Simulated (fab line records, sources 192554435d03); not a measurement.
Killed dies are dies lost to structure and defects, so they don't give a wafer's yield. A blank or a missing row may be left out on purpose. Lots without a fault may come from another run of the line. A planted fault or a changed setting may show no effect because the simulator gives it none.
Which tool did it? | flow n5_finfet | 24 lots, 72 wafers sampled, at 5 steps of a route of 1938

WHAT THE GAUGES READ, wafer by wafer
N5_BEOL_M0_CUTY_INSPECT_59: inspects for defects (macro). Usual: raw_defect_count 1.9, standard deviation 1.4.
lot  | measured     | on                | raw_defect_count | flag
L074 | day 5 21:04  | defect_inspect-02 | 0 1 2            |
L075 | day 6 09:05  | defect_inspect-02 | 1 1 1            |
L076 | day 6 12:44  | defect_inspect-01 | 4 1 3            |
L077 | day 6 12:20  | defect_inspect-01 | 6 2 0            |
L078 | day 6 19:27  | defect_inspect-02 | 1 2 3            |
L079 | day 7 03:28  | defect_inspect-02 | 1 2 2            |
L080 | day 7 07:07  | defect_inspect-02 | 1 2 4            |
L081 | day 7 14:11  | defect_inspect-01 | 1 1 6            |
L082 | day 8 00:11  | defect_inspect-02 | 1 1 1            |
L083 | day 8 05:40  | defect_inspect-02 | 0 2 2            |
L084 | day 8 12:37  | defect_inspect-01 | 2 0 3            |
L085 | day 8 22:24  | defect_inspect-02 | 1 0 1            |
L086 | day 9 02:58  | defect_inspect-01 | 0 3 0            |
L087 | day 9 07:44  | defect_inspect-02 | 4 1 1            |
L088 | day 9 10:49  | defect_inspect-02 | 1 1 2            |
L089 | day 9 15:13  | defect_inspect-01 | 2 1 4            |
L090 | day 9 21:11  | defect_inspect-01 | 2 2 1            |
L091 | day 9 23:56  | defect_inspect-02 | 2 3 2            |
L092 | day 10 08:36 | defect_inspect-02 | 3 2 3            |
L093 | day 10 14:50 | defect_inspect-01 | 4 4 2            |
L094 | day 11 00:20 | defect_inspect-02 | 3 1 2            |
L095 | day 11 02:31 | defect_inspect-01 | 2 1 2            |
L096 | day 11 12:03 | defect_inspect-02 | 1 2 3            |
L097 | day 11 14:30 | defect_inspect-02 | 4 2 1            |

WHICH TOOL RAN EACH LOT (tool, then ch and the chambers of the sampled wafers, then the start)
lot  | N5_MOL_CONTACT_COAG_ETCH_90        | N5_MOL_CONTACT_COAG_ETCH_91        | N5_BEOL_M0_SAQP_ILD_DEP_01      | N5_BEOL_M0_SAQP_DESCUM_19
L074 | rie_diel-01 ch 2,3, day 5 04:54    | rie_diel-04 ch 1,2,3, day 5 05:13  | pecvd-01 ch 0,1,2, day 5 12:59  | rie_diel-06 ch 1,2,3, day 5 15:28
L075 | rie_diel-01 ch 0,1,2, day 5 18:47  | rie_diel-01 ch 0,1, day 5 19:38    | pecvd-02 ch 0,2, day 6 01:42    | rie_diel-05 ch 0,1,3, day 6 03:06
L076 | rie_diel-04 ch 1,3, day 5 20:56    | rie_diel-01 ch 1,2, day 5 21:22    | pecvd-01 ch 0,1,2, day 6 04:42  | rie_diel-02 ch 0,2,3, day 6 06:45
L077 | rie_diel-04 ch 1,3, day 5 21:44    | rie_diel-04 ch 1,3, day 5 22:02    | pecvd-02 ch 0,2, day 6 04:42    | rie_diel-06 ch 0,1, day 6 06:25
L078 | rie_diel-04 ch 0,1,3, day 6 03:38  | rie_diel-03 ch 1,2,3, day 6 03:55  | pecvd-01 ch 1,2, day 6 10:00    | rie_diel-06 ch 0,1, day 6 13:40
L079 | rie_diel-01 ch 0,1, day 6 13:19    | rie_diel-01 ch 0,1,3, day 6 13:38  | pecvd-04 ch 0,1, day 6 19:37    | rie_diel-05 ch 1,3, day 6 20:55
L080 | rie_diel-03 ch 0,1, day 6 17:13    | rie_diel-04 ch 0,3, day 6 17:38    | pecvd-01 ch 0,1, day 6 23:53    | rie_diel-05 ch 0,2,3, day 7 01:31
L081 | rie_diel-01 ch 0,1,2, day 7 01:04  | rie_diel-01 ch 0,1,3, day 7 01:23  | pecvd-01 ch 0,1, day 7 07:47    | rie_diel-02 ch 0,2,3, day 7 08:49
L082 | rie_diel-04 ch 0,1,3, day 7 11:10  | rie_diel-01 ch 1,2, day 7 11:28    | pecvd-04 ch 1,2, day 7 18:02    | rie_diel-05 ch 1,2,3, day 7 19:00
L083 | rie_diel-04 ch 1,3, day 7 11:31    | rie_diel-04 ch 0,3, day 7 13:08    | pecvd-04 ch 0,1,2, day 7 21:04  | rie_diel-05 ch 0,1,2, day 7 23:45
L084 | rie_diel-01 ch 0,2,3, day 7 19:56  | rie_diel-01 ch 2,3, day 7 20:14    | pecvd-01 ch 0,1,2, day 8 02:20  | rie_diel-02 ch 0,1,2, day 8 05:13
L085 | rie_diel-03 ch 1,2,3, day 8 07:48  | rie_diel-04 ch 0,2, day 8 08:32    | pecvd-02 ch 1,2, day 8 14:25    | rie_diel-02 ch 1,2,3, day 8 16:04
L086 | rie_diel-04 ch 0,2, day 8 10:25    | rie_diel-04 ch 1,2,3, day 8 11:37  | pecvd-01 ch 0,2, day 8 19:07    | rie_diel-05 ch 1,2,3, day 8 20:59
L087 | rie_diel-01 ch 2,3, day 8 16:05    | rie_diel-04 ch 1,2,3, day 8 17:14  | pecvd-04 ch 0,1,2, day 8 23:40  | rie_diel-06 ch 0,2, day 9 01:08
L088 | rie_diel-01 ch 2,3, day 8 19:48    | rie_diel-03 ch 0,3, day 8 20:39    | pecvd-01 ch 0,1,2, day 9 03:56  | rie_diel-06 ch 0,3, day 9 05:10
L089 | rie_diel-04 ch 0,3, day 9 00:08    | rie_diel-01 ch 0,1,3, day 9 00:37  | pecvd-04 ch 0,1,2, day 9 07:05  | rie_diel-06 ch 0,3, day 9 09:11
L090 | rie_diel-04 ch 0,2,3, day 9 07:28  | rie_diel-04 ch 0,1,2, day 9 07:55  | pecvd-04 ch 0,2, day 9 14:02    | rie_diel-05 ch 0,1,3, day 9 15:17
L091 | rie_diel-04 ch 2,3, day 9 08:16    | rie_diel-01 ch 0,1,3, day 9 08:44  | pecvd-01 ch 0,1, day 9 17:02    | rie_diel-06 ch 0,1, day 9 18:40
L092 | rie_diel-01 ch 0,3, day 9 18:20    | rie_diel-03 ch 0,2,3, day 9 18:41  | pecvd-01 ch 0,1, day 10 01:09   | rie_diel-02 ch 1,2,3, day 10 02:27
L093 | rie_diel-04 ch 0,1, day 10 00:49   | rie_diel-01 ch 0,1, day 10 01:10   | pecvd-02 ch 0,2, day 10 07:13   | rie_diel-05 ch 0,2, day 10 08:43
L094 | rie_diel-01 ch 0,1,2, day 10 05:55 | rie_diel-01 ch 0,1,3, day 10 06:21 | pecvd-04 ch 0,1, day 10 12:48   | rie_diel-05 ch 0,1,2, day 10 16:03
L095 | rie_diel-04 ch 0,1,2, day 10 11:26 | rie_diel-03 ch 0,2,3, day 10 11:47 | pecvd-04 ch 0,1, day 10 17:41   | rie_diel-02 ch 2,3, day 10 19:29
L096 | rie_diel-03 ch 1,2,3, day 10 22:22 | rie_diel-01 ch 0,1, day 10 22:43   | pecvd-04 ch 0,2, day 11 04:50   | rie_diel-06 ch 0,3, day 11 05:53
L097 | rie_diel-04 ch 0,1, day 10 23:19   | rie_diel-03 ch 2,3, day 10 23:37   | pecvd-02 ch 0,1,2, day 11 07:50 | rie_diel-02 ch 1,2,3, day 11 09:13
- N5_MOL_CONTACT_COAG_ETCH_90: etches SiARC in CF4, target depth 13 nm, time 21.7 s.
- N5_MOL_CONTACT_COAG_ETCH_91: etches SOC in N2/H2, target depth 60 nm, overetch 21 nm, time 101.2 s.
- N5_BEOL_M0_SAQP_ILD_DEP_01: deposits SiOC from DEMS/O2, target thk 45.419 nm, time 8.7 s.
- N5_BEOL_M0_SAQP_DESCUM_19: chemistry O2, time 7.9 s.

WHAT THE TOOLS THEMSELVES READ (means of the sampled wafers that have a number; where no wafer has one, the mark that the record gives instead)
N5_MOL_CONTACT_COAG_ETCH_90. Usual: drypump_motor_current_A 5.9 A, standard deviation 0.47; etch_rf_on_time_s 22.1 s, standard deviation 0.51; oes_product_au 0.66 a.u., standard deviation 0.082; rf_vpp_V 183.8 V, standard deviation 1.3; showerhead_plenum_p_Torr 2.12 Torr, standard deviation 0.065; throttle_valve_pct 15.6 %, standard deviation 0.31.
lot  | tool        | drypump_motor_current_A (A) | etch_rf_on_time_s (s) | oes_product_au (a.u.) | rf_vpp_V (V) | showerhead_plenum_p_Torr (Torr) | throttle_valve_pct (%) | flag
L074 | rie_diel-01 | 6.1                         | 21.3                  | 0.79                  | 183.4        | 2.10                            | 15.4                   |
L075 | rie_diel-01 | 6.2                         | 21.5                  | 0.71                  | 184.0        | 2.13                            | 15.8                   |
L076 | rie_diel-04 | 5.6                         | 22.7                  | 0.59                  | 183.2        | 2.08                            | 15.5                   |
L077 | rie_diel-04 | 6.0                         | 23.0                  | 0.58                  | 184.1        | 2.14                            | 15.6                   |
L078 | rie_diel-04 | 5.9                         | 22.4                  | 0.61                  | 184.1        | 2.13                            | 15.7                   |
L079 | rie_diel-01 | 6.0                         | 21.7                  | 0.73                  | 184.4        | 2.14                            | 15.6                   |
L080 | rie_diel-03 | 5.3                         | 22.1                  | 0.59                  | 183.7        | 2.14                            | 15.6                   |
L081 | rie_diel-01 | 6.3                         | 22.2                  | 0.68                  | 183.8        | 2.12                            | 15.8                   |
L082 | rie_diel-04 | 5.9                         | 22.7                  | 0.60                  | 184.8        | 2.12                            | 15.7                   |
L083 | rie_diel-04 | 6.0                         | 22.8                  | 0.57                  | 184.7        | 2.13                            | 15.6                   |
L084 | rie_diel-01 | 6.3                         | 21.9                  | 0.68                  | 183.3        | 2.13                            | 15.7                   |
L085 | rie_diel-03 | 5.7                         | 22.0                  | 0.62                  | 184.4        | 2.15                            | 15.5                   |
L086 | rie_diel-04 | 5.7                         | 22.1                  | 0.63                  | 183.8        | 2.08                            | 15.9                   |
L087 | rie_diel-01 | 6.2                         | 21.8                  | 0.73                  | 184.1        | 2.09                            | 15.4                   |
L088 | rie_diel-01 | 6.3                         | 21.6                  | 0.69                  | 183.8        | 2.07                            | 15.7                   |
L089 | rie_diel-04 | 5.5                         | 22.2                  | 0.61                  | 183.8        | 2.06                            | 15.7                   |
L090 | rie_diel-04 | 5.6                         | 22.2                  | 0.61                  | 182.9        | 2.07                            | 15.8                   |
L091 | rie_diel-04 | 5.5                         | 22.2                  | 0.59                  | 182.2        | 2.04                            | 15.8                   |
L092 | rie_diel-01 | 6.1                         | 21.6                  | 0.71                  | 184.2        | 2.14                            | 15.5                   |
L093 | rie_diel-04 | 6.3                         | 22.2                  | 0.72                  | 184.3        | 2.17                            | 15.5                   |
L094 | rie_diel-01 | 6.2                         | 21.7                  | 0.67                  | 183.5        | 2.12                            | 15.9                   |
L095 | rie_diel-04 | 6.0                         | 22.2                  | 0.67                  | 184.7        | 2.12                            | 15.7                   |
L096 | rie_diel-03 | 5.7                         | 22.2                  | 0.67                  | 184.6        | 2.15                            | 15.4                   |
L097 | rie_diel-04 | 6.3                         | 22.5                  | 0.70                  | 184.7        | 2.17                            | 15.5                   |

N5_MOL_CONTACT_COAG_ETCH_91. Usual: drypump_motor_current_A 5.9 A, standard deviation 0.48; oes_product_au 0.66 a.u., standard deviation 0.076; rf_vpp_V 523.1 V, standard deviation 2.4; showerhead_plenum_p_Torr 2.51 Torr, standard deviation 0.083; throttle_valve_pct 17.8 %, standard deviation 0.33.
lot  | tool        | drypump_motor_current_A (A) | oes_product_au (a.u.) | rf_vpp_V (V) | showerhead_plenum_p_Torr (Torr) | throttle_valve_pct (%) | flag
L074 | rie_diel-04 | 5.7                         | 0.60                  | 522.4        | 2.49                            | 17.8                   |
L075 | rie_diel-01 | 6.2                         | 0.68                  | 524.8        | 2.59                            | 17.9                   |
L076 | rie_diel-01 | 6.0                         | 0.75                  | 521.4        | 2.48                            | 17.9                   |
L077 | rie_diel-04 | 5.6                         | 0.59                  | 521.9        | 2.47                            | 17.7                   |
L078 | rie_diel-03 | 5.7                         | 0.63                  | 524.9        | 2.57                            | 17.8                   |
L079 | rie_diel-01 | 6.1                         | 0.73                  | 523.7        | 2.53                            | 17.6                   |
L080 | rie_diel-04 | 5.7                         | 0.63                  | 523.0        | 2.51                            | 18.0                   |
L081 | rie_diel-01 | 6.1                         | 0.73                  | 524.4        | 2.53                            | 17.6                   |
L082 | rie_diel-01 | 6.3                         | 0.68                  | 522.3        | 2.46                            | 18.1                   |
L083 | rie_diel-04 | 5.5                         | 0.61                  | 521.0        | 2.45                            | 17.8                   |
L084 | rie_diel-01 | 6.1                         | 0.73                  | 521.8        | 2.46                            | 17.6                   |
L085 | rie_diel-04 | 5.9                         | 0.63                  | 523.1        | 2.51                            | 18.2                   |
L086 | rie_diel-04 | 5.7                         | 0.67                  | 522.3        | 2.47                            | 17.7                   |
L087 | rie_diel-04 | 5.7                         | 0.67                  | 522.8        | 2.47                            | 17.8                   |
L088 | rie_diel-03 | 6.2                         | 0.60                  | 524.7        | 2.56                            | 18.0                   |
L089 | rie_diel-01 | 6.0                         | 0.70                  | 523.5        | 2.52                            | 17.7                   |
L090 | rie_diel-04 | 6.0                         | 0.67                  | 523.5        | 2.53                            | 18.0                   |
L091 | rie_diel-01 | 6.0                         | 0.70                  | 523.4        | 2.52                            | 17.7                   |
L092 | rie_diel-03 | 5.8                         | 0.60                  | 522.5        | 2.50                            | 17.8                   |
L093 | rie_diel-01 | 6.0                         | 0.69                  | 523.4        | 2.52                            | 17.9                   |
L094 | rie_diel-01 | 6.1                         | 0.69                  | 523.7        | 2.52                            | 17.7                   |
L095 | rie_diel-03 | 5.8                         | 0.60                  | 522.5        | 2.50                            | 17.8                   |
L096 | rie_diel-01 | 6.2                         | 0.64                  | 524.9        | 2.57                            | 18.0                   |
L097 | rie_diel-03 | 5.7                         | 0.62                  | 522.0        | 2.50                            | 17.7                   |

N5_BEOL_M0_SAQP_ILD_DEP_01. Usual: heater_power_w 496 W, standard deviation 70; showerhead_plenum_p_Torr 5.704 Torr, standard deviation 0.021; throttle_valve_pct 11.9 %, standard deviation 0.74.
lot  | tool     | heater_power_w (W) | showerhead_plenum_p_Torr (Torr) | throttle_valve_pct (%) | flag
L074 | pecvd-01 | 462                | 5.711                           | 11.8                   |
L075 | pecvd-02 | 469                | 5.705                           | 12.2                   |
L076 | pecvd-01 | 485                | 5.710                           | 11.8                   |
L077 | pecvd-02 | 480                | 5.698                           | 12.1                   |
L078 | pecvd-01 | 481                | 5.720                           | 11.8                   |
L079 | pecvd-04 | 488                | 5.681                           | 11.7                   |
L080 | pecvd-01 | 505                | 5.714                           | 12.0                   |
L081 | pecvd-01 | 413                | 5.727                           | 12.5                   |
L082 | pecvd-04 | 571                | 5.688                           | 11.4                   |
L083 | pecvd-04 | 526                | 5.696                           | 11.6                   |
L084 | pecvd-01 | 457                | 5.711                           | 11.8                   |
L085 | pecvd-02 | 533                | 5.699                           | 11.8                   |
L086 | pecvd-01 | 492                | 5.708                           | 11.2                   |
L087 | pecvd-04 | 542                | 5.696                           | 11.9                   |
L088 | pecvd-01 | 487                | 5.727                           | 12.0                   |
L089 | pecvd-04 | 521                | 5.697                           | 11.7                   |
L090 | pecvd-04 | 558                | 5.703                           | 12.3                   |
L091 | pecvd-01 | 420                | 5.708                           | 12.0                   |
L092 | pecvd-01 | 450                | 5.721                           | 12.8                   |
L093 | pecvd-02 | 469                | 5.710                           | 12.1                   |
L094 | pecvd-04 | 501                | 5.702                           | 12.0                   |
L095 | pecvd-04 | 498                | 5.697                           | 12.1                   |
L096 | pecvd-04 | 565                | 5.702                           | 12.1                   |
L097 | pecvd-02 | 496                | 5.689                           | 11.9                   |

N5_BEOL_M0_SAQP_DESCUM_19. Usual: drypump_motor_current_A 5.8 A, standard deviation 0.46; oes_product_au 0.78 a.u., standard deviation 0.087; rf_vpp_V 243.2 V, standard deviation 1.4; showerhead_plenum_p_Torr 2.09 Torr, standard deviation 0.086; throttle_valve_pct 20.53 %, standard deviation 0.22.
lot  | tool        | drypump_motor_current_A (A) | oes_product_au (a.u.) | rf_vpp_V (V) | showerhead_plenum_p_Torr (Torr) | throttle_valve_pct (%) | flag
L074 | rie_diel-06 | 6.2                         | 0.72                  | 243.5        | 2.07                            | 20.75                  |
L075 | rie_diel-05 | 5.5                         | 0.71                  | 242.8        | 2.10                            | 20.43                  |
L076 | rie_diel-02 | 5.5                         | 0.83                  | 244.3        | 2.10                            | 20.37                  |
L077 | rie_diel-06 | 6.1                         | 0.78                  | 242.7        | 2.04                            | 20.72                  |
L078 | rie_diel-06 | 6.1                         | 0.77                  | 243.0        | 2.04                            | 20.74                  |
L079 | rie_diel-05 | 5.5                         | 0.70                  | 244.5        | 2.14                            | 20.39                  |
L080 | rie_diel-05 | 5.6                         | 0.74                  | 243.9        | 2.11                            | 20.53                  |
L081 | rie_diel-02 | 5.6                         | 0.82                  | 243.6        | 2.09                            | 20.38                  |
L082 | rie_diel-05 | 5.6                         | 0.73                  | 244.4        | 2.14                            | 20.50                  |
L083 | rie_diel-05 | 5.8                         | 0.71                  | 243.8        | 2.13                            | 20.63                  |
L084 | rie_diel-02 | 6.0                         | 0.80                  | 244.0        | 2.13                            | 20.28                  |
L085 | rie_diel-02 | 5.7                         | 0.87                  | 243.8        | 2.12                            | 20.45                  |
L086 | rie_diel-05 | 5.6                         | 0.72                  | 244.1        | 2.14                            | 20.51                  |
L087 | rie_diel-06 | 5.6                         | 0.82                  | 241.1        | 2.00                            | 20.64                  |
L088 | rie_diel-06 | 5.5                         | 0.74                  | 241.7        | 1.95                            | 20.67                  |
L089 | rie_diel-06 | 5.5                         | 0.74                  | 241.5        | 1.95                            | 20.67                  |
L090 | rie_diel-05 | 5.5                         | 0.79                  | 243.3        | 2.10                            | 20.35                  |
L091 | rie_diel-06 | 5.6                         | 0.76                  | 241.1        | 1.97                            | 20.73                  |
L092 | rie_diel-02 | 5.7                         | 0.85                  | 243.2        | 2.12                            | 20.48                  |
L093 | rie_diel-05 | 5.9                         | 0.90                  | 243.4        | 2.09                            | 20.47                  |
L094 | rie_diel-05 | 5.8                         | 0.80                  | 243.5        | 2.12                            | 20.54                  |
L095 | rie_diel-02 | 5.3                         | 0.81                  | 242.1        | 2.05                            | 20.53                  |
L096 | rie_diel-06 | 5.7                         | 0.70                  | 240.5        | 1.96                            | 20.68                  |
L097 | rie_diel-02 | 5.7                         | 0.84                  | 242.4        | 2.12                            | 20.49                  |

THE ANSWER, worked out from the rows above alone
Rule: a lot is off if the mean of its wafers that have a number lies more than 3 standard deviations from the usual mean. A lot without any number at a reading at which 4 lots or more have one is off too. The other lots that the step has rows for count as sound. The gauges are gone through in route order, then the tools' own readings, and for those a lot's mean is taken as printed above. The first step at which some lot is off is used, and at that step the reading that is off furthest; a lot without a number counts as furthest.
No lot is off at any reading shown: from this, nothing can be told.

WHAT THE SIMULATOR HAD PUT IN
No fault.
